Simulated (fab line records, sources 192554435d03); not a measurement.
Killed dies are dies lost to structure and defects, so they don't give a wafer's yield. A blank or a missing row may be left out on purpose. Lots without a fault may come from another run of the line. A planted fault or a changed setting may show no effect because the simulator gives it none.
Problem report in the 8D (eight disciplines) form, filled by code | flow n5_finfet | the parts of the form that need people (team, actions taken, sign-off) are left out

1. THE PROBLEM
IOFF_N at N5_BEOL_M4_RC_MEAS_101 reads a mean of 0.298 nA/um on 3 wafers of 2 lots; wafers without a fault read 0.157 nA/um with a standard deviation of 0.021. That is +6.7 standard deviations from the usual mean.
First seen on wafer L239.2, day 9 22:49, on prober-02. The record holds 12 wafers of 4 lots with a number at this step. Rule for "out", or "out of limits": more than 4 standard deviations from the usual mean. The other wafers with a number count as sound.

2. WHAT IT IS AND WHAT IT IS NOT
question                    | is                                                     | is not
which readings at this step | IOFF_N, DIBL_N, IOFF_P, IOFF_P_85C, IOFF_P_LIN, REXT_N | -
which lots                  | L239, L242                                             | L238, L247
which wafers of those lots  | L239.2, L239.4, L242.4                                 | L239.1, L242.1, L242.3
read on which gauges        | prober-01, prober-02                                   | -
when                        | from day 9 22:49                                       | up to then (4 sound wafers); but 5 sound wafers of L242, L247 came after

3. SUSPECTS, AND WHAT RULES EACH OUT
Counting: a tool at a process step up to the reading stays a suspect if it ran every lot that is out. Sound lots after the first of them don't rule it out here, since some wafers of a struck lot are sound.
- the gauge at N5_BEOL_M4_RC_MEAS_101: ruled out. The wafers that are out were read on 2 gauges (prober-01, prober-02).
- ald_sin-02 at N5_SPACER0_ALD_00 (deposits SiOCN, target thk 3.5 nm, pulse time 3 s, purge time 2 s): kept. It ran every lot that is out, first L239 (day 5 12:33); its last sound lot up to then is L238 (day 5 04:47).
- wet_bench-06 at N5_SD_EPI_P_PRECLEAN_32 (cleans in dHF, time 10 s): kept. It ran every lot that is out, first L239 (day 5 22:36); its last sound lot up to then is L238 (day 5 14:02).
- Within wet_bench-06 at N5_SD_EPI_P_PRECLEAN_32: the wafers that are out ran in chambers 0, 3; their sound lot-mates ran in chambers 5, 7.
Left after counting: ald_sin-02 at N5_SPACER0_ALD_00, wet_bench-06 at N5_SD_EPI_P_PRECLEAN_32.

4. THE CAUSE (what the simulator had put in)
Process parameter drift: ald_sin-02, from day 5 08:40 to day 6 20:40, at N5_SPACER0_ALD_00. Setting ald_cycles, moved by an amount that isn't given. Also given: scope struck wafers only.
Counting left 2 suspects, and this tool is among them.

5. THE CHAIN OF EFFECTS, in route order
Each row: a reading whose mean over the struck wafers that have a number lies more than 3 standard deviations from the usual. Only readings for which the record gives a usual standard deviation are gone through. hours: the time from each lot's start at the first step in this table that gives one to its start at this step, as a median over the lots. sigmas: the change in usual standard deviations.
hours | step                   | reading    | usual        | on struck wafers | change | sigmas
0     | N5_BEOL_M4_RC_MEAS_101 | DIBL_N     | 36.3 mV/V    | 43.5             | +7.2   | +7.2
0     | N5_BEOL_M4_RC_MEAS_101 | DIBL_P     | 36.2 mV/V    | 41.7             | +5.5   | +3.9
0     | N5_BEOL_M4_RC_MEAS_101 | IOFF_N     | 0.157 nA/um  | 0.298            | +0.141 | +6.7
0     | N5_BEOL_M4_RC_MEAS_101 | IOFF_N_85C | 3.1 nA/um    | 5.2              | +2.1   | +6.0
0     | N5_BEOL_M4_RC_MEAS_101 | IOFF_N_LIN | 0.073 nA/um  | 0.119            | +0.046 | +5.6
0     | N5_BEOL_M4_RC_MEAS_101 | IOFF_P     | 0.206 nA/um  | 0.383            | +0.177 | +7.1
0     | N5_BEOL_M4_RC_MEAS_101 | IOFF_P_85C | 3.6 nA/um    | 6.0              | +2.4   | +6.5
0     | N5_BEOL_M4_RC_MEAS_101 | IOFF_P_LIN | 0.099 nA/um  | 0.163            | +0.064 | +6.4
0     | N5_BEOL_M4_RC_MEAS_101 | ION_N      | 673 uA/um    | 714              | +41    | +4.5
0     | N5_BEOL_M4_RC_MEAS_101 | ION_P      | 461 uA/um    | 486              | +25    | +4.0
0     | N5_BEOL_M4_RC_MEAS_101 | REXT_N     | 75.0 ohm.um  | 68.2             | -6.8   | -4.6
0     | N5_BEOL_M4_RC_MEAS_101 | REXT_P     | 101.1 ohm.um | 90.0             | -11.1  | -5.0
0     | N5_BEOL_M4_RC_MEAS_101 | VT_N       | 249.9 mV     | 240.7            | -9.2   | -3.8
0     | N5_BEOL_M4_RC_MEAS_101 | VT_N_LVT   | 98.2 mV      | 88.8             | -9.4   | -3.5
0     | N5_BEOL_M4_RC_MEAS_101 | VT_P       | -250.6 mV    | -239.8           | +10.8  | +3.7
0     | N5_BEOL_M4_RC_MEAS_101 | VT_P_LVT   | -98.8 mV     | -88.2            | +10.6  | +4.1

6. WHAT WOULD HAVE CAUGHT IT SOONER
In this record the first reading out of limits at a measuring or inspecting step was taken at day 9 22:49, 110 hours after the fault began at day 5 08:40.
Of the tool readings at N5_SPACER0_ALD_00 for which the record gives a usual standard deviation, none was out on any struck wafer, so an alarm limit of 4 standard deviations on them would not have fired.
All the lots that are out (2) had begun N5_SPACER0_ALD_00 on ald_sin-02 by day 9 22:49. A hold on the tool at that time would have spared none of them.
